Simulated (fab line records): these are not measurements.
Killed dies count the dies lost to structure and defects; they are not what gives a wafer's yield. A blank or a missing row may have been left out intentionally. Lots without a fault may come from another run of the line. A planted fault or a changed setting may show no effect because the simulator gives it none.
Which tool did it? -- flow nandHarc -- Sampling: 14 lots, 40 wafers, 2 of 1302 route steps

== WHAT EACH GAUGE READ, for each wafer ==
NHARC_A_SLIT_CD_MEAS_09: target cd 300 nm.
lot,measured,on,cdNm (nm)
L654,day 20 05:13,cdSem-01,300.7 301.2 300.4
L655,day 20 14:23,cdSem-01,299.6 299.1 299.4
L656,day 20 17:20,cdSem-02,301.0 300.7 300.4
L657,day 21 12:19,cdSem-02,300.5 300.2 299.7
L658,day 22 10:55,cdSem-02,298.9 299.8
L660,day 23 00:09,cdSem-03,300.6 300.9
L667,day 25 18:34,cdSem-03,299.5 300.3 298.9
L668,day 25 19:20,cdSem-02,299.6 300.4 299.8
L670,day 27 01:13,cdSem-03,300.4 299.9 300.5
L669,day 27 01:47,cdSem-03,299.8 299.1 300.2
L672,day 27 22:57,cdSem-02,300.3 300.9 300.5
L675,day 29 00:25,cdSem-03,299.8 299.4 299.8
L674,day 29 01:50,cdSem-02,300.3 300.3 300.1
L676,day 29 09:25,cdSem-03,300.7 299.7 300.3

NHARC_A_SLIT_OVL_MEAS_10.
lot,measured,on,overlayXNm (nm),overlayYNm (nm)
L654,day 20 05:18,overlay-02,-0.1 -0.1 -0.6,0.5 0.1 0.3
L655,day 20 14:28,overlay-01,-0.4 -0.3 -0.2,0.1 -0.9 -0.7
L656,day 20 17:25,overlay-01,-0.2 -0.1 -0.2,-0.1 -0.3 0.3
L657,day 21 12:25,overlay-01,-0.9 -0.8 -0.6,-0.2 -0.2 0.4
L658,day 22 11:00,overlay-02,-0.2 -0.8,1.6 1.4
L660,day 23 00:14,overlay-02,-1.1 -1.6,-0.3 -0.8
L667,day 25 18:39,overlay-02,1.0 0.3 0.7,0.0 -0.2 -0.4
L668,day 25 19:26,overlay-02,-2.2 -2.5 -2.4,-1.3 -0.5 -0.7
L670,day 27 01:19,overlay-02,0.1 0.2 0.6,0.4 -0.2 0.2
L669,day 27 01:53,overlay-01,0.0 0.1 0.0,-0.5 -0.1 0.1
L672,day 27 23:02,overlay-01,-0.4 -1.4 -0.5,0.8 0.5 0.5
L675,day 29 00:31,overlay-01,-0.3 -0.7 -0.7,-0.3 -0.6 -0.8
L674,day 29 01:56,overlay-01,0.3 0.2 0.4,-0.1 -0.1 0.5
L676,day 29 09:30,overlay-01,0.1 0.3 0.4,1.0 0.4 0.8

== EACH LOT AND THE TOOL THAT RAN IT (in order: tool; ch and the chambers of the sampled wafers; start) ==
No process step before these readings appears in the record.

== WHAT THE TOOLS THEMSELVES READ (means of the sampled wafers that have a number; where no wafer has one, the mark that the record gives instead) ==
The record holds no such reading with a usual standard deviation.

== THE ANSWER, worked out from the rows above alone ==
Rule: the lots themselves supply what counts as usual. Put in order of their means at a reading, lots are off if they are a third of the lots or fewer, leave a main group of 4 or more, and stand apart from it by a gap of 3 or more times the standard deviation of the main group's means; of several such gaps the widest counts. A main group whose means are all the same, to the digits that the tables above print for the reading, isn't used. Also off: a lot with no number at a reading for which 4 or more lots have one. Any other lot the step has rows for is counted as sound. The gauges are gone through in route order, then the tools' own readings, and for those a lot's mean is taken as printed above. At the first step where some lot is off, the reading lying furthest off is the one used; lots without a number count as furthest.
Across all readings shown, no lot is off: no conclusion can be drawn from this.

== WHAT THE SIMULATOR HAD INSERTED ==
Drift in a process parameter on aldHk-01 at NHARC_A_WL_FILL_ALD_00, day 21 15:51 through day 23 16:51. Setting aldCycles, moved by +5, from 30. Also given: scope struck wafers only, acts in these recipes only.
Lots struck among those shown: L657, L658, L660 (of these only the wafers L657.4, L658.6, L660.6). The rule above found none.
